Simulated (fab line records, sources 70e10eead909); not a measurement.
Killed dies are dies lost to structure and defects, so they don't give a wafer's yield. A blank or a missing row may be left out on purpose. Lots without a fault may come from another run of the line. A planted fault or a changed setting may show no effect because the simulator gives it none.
Tool commonality check | flow nand_harc | 12 lots, 36 wafers sampled

WHY IT WAS OPENED
At NHARC_A_CONTACT_OVL_MEAS_09 the reading overlay_x_nm is flagged on 2 of 12 lots. Wafers without a fault read -0.2 nm, standard deviation 0.77.
Rule: a lot is flagged when every wafer of it that has a number lies more than 4 standard deviations from that mean, or none has a number. The other lots count as sound.

lot  | measured     | on         | overlay_x_nm (nm), wafer by wafer | flag
L590 | day 22 02:21 | overlay-02 | -1.0 -0.8 -0.7                    |
L591 | day 22 20:45 | overlay-01 | -0.1 -0.2 -0.3                    |
L592 | day 23 04:15 | overlay-01 | -1.1 -0.8 -1.5                    |
L593 | day 23 04:56 | overlay-01 | 0.7 0.4 0.3                       |
L596 | day 24 22:19 | overlay-01 | 0.8 1.0 1.5                       |
L599 | day 26 10:04 | overlay-02 | 7.4 6.5 6.9                       | FLAGGED
L602 | day 27 03:49 | overlay-01 | 6.9 6.3 6.4                       | FLAGGED
L603 | day 28 07:05 | overlay-01 | -0.9 -1.1 -0.5                    |
L604 | day 28 11:27 | overlay-01 | -1.0 -0.3 -0.5                    |
L609 | day 29 19:10 | overlay-02 | 1.2 1.2 0.8                       |
L610 | day 30 08:23 | overlay-01 | -1.4 -1.5 -1.5                    |
L612 | day 31 21:02 | overlay-01 | 0.3 0.6 0.1                       |
The numbers of the flagged lots are 6.7 nm on average: +6.9 nm against the usual, or +9 standard deviations.

WHICH TOOL RAN EACH LOT
The record holds 2 process steps before the reading, out of a route of 1302 steps. In each cell: the tool, then ch and the chambers that the sampled wafers went through, then the start.
lot  | flag    | NHARC_A_CONTACT_ETCH_106           | NHARC_A_CONTACT_EXPOSE_05
L590 |         | rie_diel-03 ch 1,2, day 21 23:08   | arfi_scanner-02 ch 0, day 22 02:07
L591 |         | rie_diel-03 ch 0,1,2, day 22 15:48 | arfi_scanner-01 ch 0, day 22 20:32
L592 |         | rie_diel-03 ch 1,2,3, day 23 00:01 | arfi_scanner-02 ch 0, day 23 04:02
L593 |         | rie_diel-02 ch 0,2,3, day 23 01:28 | arfi_scanner-03 ch 0, day 23 04:43
L596 |         | rie_diel-03 ch 1,2, day 24 19:06   | arfi_scanner-03 ch 0, day 24 22:06
L599 | FLAGGED | rie_diel-02 ch 2,3, day 26 06:47   | arfi_scanner-02 ch 0, day 26 09:50
L602 | FLAGGED | rie_diel-03 ch 0,1,3, day 26 23:50 | arfi_scanner-02 ch 0, day 27 03:35
L603 |         | rie_diel-12 ch 0,3, day 28 02:17   | arfi_scanner-01 ch 0, day 28 06:51
L604 |         | rie_diel-03 ch 0,1, day 28 07:36   | arfi_scanner-03 ch 0, day 28 11:14
L609 |         | rie_diel-12 ch 2,3, day 29 09:20   | arfi_scanner-01 ch 0, day 29 18:56
L610 |         | rie_diel-03 ch 1,2, day 30 05:08   | arfi_scanner-01 ch 0, day 30 08:10
L612 |         | rie_diel-12 ch 0,3, day 31 14:58   | arfi_scanner-03 ch 0, day 31 20:49
What these steps do:
- NHARC_A_CONTACT_ETCH_106: etches the open film in CF4/O2, target depth 90 nm, overetch 9 nm, time 49.5 s.
- NHARC_A_CONTACT_EXPOSE_05: exposes mask A CC.
- NHARC_A_CONTACT_OVL_MEAS_09

FLAGGED OVER TOTAL, TOOL BY TOOL (the gauges that took the reading come last)
step                        | tool            | lots run | flagged | share of the flagged lots | sound lots run after its first flagged lot
NHARC_A_CONTACT_ETCH_106    | rie_diel-02     | 2        | 1       | some                      | 0
NHARC_A_CONTACT_ETCH_106    | rie_diel-03     | 7        | 1       | some                      | 2 (L604,L610)
NHARC_A_CONTACT_ETCH_106    | rie_diel-12     | 3        | 0       | none                      | -
NHARC_A_CONTACT_EXPOSE_05   | arfi_scanner-01 | 4        | 0       | none                      | -
NHARC_A_CONTACT_EXPOSE_05   | arfi_scanner-02 | 4        | 2       | all                       | 0
NHARC_A_CONTACT_EXPOSE_05   | arfi_scanner-03 | 4        | 0       | none                      | -
NHARC_A_CONTACT_OVL_MEAS_09 | overlay-01      | 9        | 1       | some                      | 4 (L603,L604,L610,L612)
NHARC_A_CONTACT_OVL_MEAS_09 | overlay-02      | 3        | 1       | some                      | 1 (L609)

WHAT THE TABLE ALLOWS
1 row of the table ran every flagged lot: arfi_scanner-02 at NHARC_A_CONTACT_EXPOSE_05.
- arfi_scanner-02 at NHARC_A_CONTACT_EXPOSE_05: 2 of its 4 lots flagged. Its last sound lot is L592 (day 23 04:02), its first flagged lot L599 (day 26 09:50): a fault that began between those two fits.
One tool is left: arfi_scanner-02 at NHARC_A_CONTACT_EXPOSE_05.

WHAT THE SIMULATOR HAD PUT IN
Scanner matching overlay: arfi_scanner-02, from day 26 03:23 on, at NHARC_A_CONTACT_EXPOSE_05. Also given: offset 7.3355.
Lots struck among those shown: L599, L602. The rule above found the same.
